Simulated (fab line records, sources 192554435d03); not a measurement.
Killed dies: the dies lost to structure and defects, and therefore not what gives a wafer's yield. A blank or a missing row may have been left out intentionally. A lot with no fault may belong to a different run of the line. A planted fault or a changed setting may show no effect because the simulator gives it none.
Split-lot trial | flow n5Finfet | on a route of 1938 steps: 7 lots, 39 wafers read

ON THE SPLIT
At N5_HKMG_FIN_HK_ALD_01 (deposits HfO2, target thk 1.6 nm, pulse time 3 s, purge time 3 s), the setting aldCycles was moved away from the recipe's 30 on 18 of the 39 wafers read, by -46.7% to +53.3%. All remaining wafers had this setting at the recipe value.

FROM THE SPLIT TO THE READING: what the file shows between them, 4 steps
- N5_HKMG_FIN_HK_ANNEAL_02: time 30 s
- N5_HKMG_FIN_ALD_74: deposits La2O3, target thk 0.5 nm, pulse time 6 s, co reactant pulse time 1 s
- N5_HKMG_FIN_WET_ETCH_82: etches La2O3 in dHCl, stops on HfO2, target depth 2 nm, rinse time 30 s
- N5_HKMG_FIN_ALD_36: deposits TiN, target thk 1 nm, pulse time 1 s, purge time 3 s

THE READING
HK_THK, in nm, at N5_HKMG_FIN_THK_MEAS_70 (measures by xrf). On this fab line, fault-free wafers typically give 1.571 nm with a standard deviation of 0.021 nm.

wafer  | tool, chamber at the split | aldCycles as run | against the recipe | HK_THK, nm | against lot-mates on the recipe
L074.1 | aldHk-01, 1,0,1            | 30               | recipe             | 1.571      | -
L074.2 | aldHk-01, 2,3,0            | 22               | -26.7%             | 1.175      | -0.403
L074.3 | aldHk-01, 1,0,1            | 30               | recipe             | 1.569      | -
L074.4 | aldHk-01, 2,3,0            | 22               | -26.7%             | 1.155      | -0.423
L074.5 | aldHk-01, 1,0,1            | 30               | recipe             | 1.593      | -
L074.6 | aldHk-01, 2,3,0            | 22               | -26.7%             | 1.171      | -0.407
L078.1 | aldHk-03, 2,0,3            | 30               | recipe             | 1.613      | -
L078.2 | aldHk-03, 1,3,2            | 16               | -46.7%             | 0.856      | -0.740
L078.3 | aldHk-03, 2,0,3            | 30               | recipe             | 1.586      | -
L078.4 | aldHk-03, 1,3,2            | 16               | -46.7%             | 0.774      | -0.822
L078.5 | aldHk-03, 2,0,3            | 30               | recipe             | 1.590      | -
L078.6 | aldHk-03, 1,3,2            | 16               | -46.7%             | 0.851      | -0.745
L079.1 | aldHk-01, 3,0,3            | 30               | recipe             | 1.584      | -
L079.2 | aldHk-01, 3,0,3            | 30               | recipe             | 1.583      | -
L079.3 | aldHk-01, 1,2,2            | 21               | -30.0%             | 1.103      | -0.476
L079.4 | aldHk-01, 1,2,2            | 21               | -30.0%             | 1.097      | -0.482
L079.5 | aldHk-01, 3,0,3            | 30               | recipe             | 1.569      | -
L079.6 | aldHk-01, 1,2,2            | 21               | -30.0%             | 1.101      | -0.478
L081.2 | aldHk-01, 2,1,0            | 30               | recipe             | 1.533      | -
L081.3 | aldHk-01, 2,1,0            | 30               | recipe             | 1.513      | -
L081.6 | aldHk-01, 2,1,0            | 30               | recipe             | 1.581      | -
L082.1 | aldHk-03, 0,3,2            | 30               | recipe             | 1.565      | -
L082.2 | aldHk-03, 2,1,1            | 37               | +23.3%             | 1.930      | +0.371
L082.3 | aldHk-03, 2,1,1            | 37               | +23.3%             | 1.956      | +0.397
L082.4 | aldHk-03, 0,3,2            | 30               | recipe             | 1.550      | -
L082.5 | aldHk-03, 2,1,1            | 37               | +23.3%             | 1.939      | +0.380
L082.6 | aldHk-03, 0,3,2            | 30               | recipe             | 1.563      | -
L085.1 | aldHk-01, 2,2,1            | 46               | +53.3%             | 2.402      | +0.837
L085.2 | aldHk-01, 3,0,1            | 30               | recipe             | 1.542      | -
L085.3 | aldHk-01, 3,0,1            | 30               | recipe             | 1.570      | -
L085.4 | aldHk-01, 3,0,1            | 30               | recipe             | 1.584      | -
L085.5 | aldHk-01, 2,2,1            | 46               | +53.3%             | 2.407      | +0.842
L085.6 | aldHk-01, 2,2,1            | 46               | +53.3%             | 2.437      | +0.872
L087.1 | aldHk-01, 2,1,0            | 45               | +50.0%             | 2.348      | +0.781
L087.2 | aldHk-01, 3,1,2            | 30               | recipe             | 1.560      | -
L087.3 | aldHk-01, 2,1,0            | 45               | +50.0%             | 2.363      | +0.796
L087.4 | aldHk-01, 2,1,0            | 45               | +50.0%             | 2.346      | +0.779
L087.5 | aldHk-01, 3,1,2            | 30               | recipe             | 1.572      | -
L087.6 | aldHk-01, 3,1,2            | 30               | recipe             | 1.569      | -
When a row names more than one chamber, that row covers several wafers, and the file does not tell which wafer ran in which chamber.

FIT RESULTS
A straight line over all 39 wafers: HK_THK changes by +0.0157 nm for each +1% of aldCycles; r = +1.00; the points scatter about the line by 0.021 nm.
The same after taking each lot's own level away (the mean of its wafers on the recipe; 39 wafers): +0.016 nm for each +1%; r = +1.00; scatter 0.019 nm.
The reading moves by 0.85 nm for the largest change in aldCycles, on that fit.
Measured against the standard deviation above, the lots' own levels, which go from 1.5423 to 1.5963 nm, span 2.6 times it.
The two slopes agree, so the slope changes little with the lot-to-lot level.
Check: with one of the wafers moved furthest among these (+53.3%) left out of the fit, the line predicts +0.854 nm for it against its lot-mates. It came out at +0.837 nm against them.

FURTHER SPLITS ON THESE WAFERS
Before the reading, these wafers also passed through other splits. Each is held against what the fit with the lots' levels taken away leaves over:
other split on the same wafers      | wafers away from the commonest value | r with HK_THK (lot level and that fit taken away)
N5_FIN_CUT_CUT_ETCH_15 targetDepthA | 12                                   | -0.10

THE WHOLE CHAIN: every reading that the file lists as answering this split, in the file's order
step                    | what it does                                                     | reading                                                                           | change (the file's fit)                | r (the file's)
N5_HKMG_FIN_HK_ALD_01   | deposits HfO2, target thk 1.6 nm, pulse time 3 s, purge time 3 s | HfO2_of_HKMG_FIN_HK_ALD_01.thkNm (the simulator's own value, which no gauge read) | +0.0157 nm for each +1% of the setting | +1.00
N5_HKMG_FIN_THK_MEAS_70 | measures by xrf                                                  | HK_THK                                                                            | +0.016 for each +1% of the setting     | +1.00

THE FILE'S OWN FIT
HK_THK changes by +0.016 nm for each +1% of aldCycles, r = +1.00.
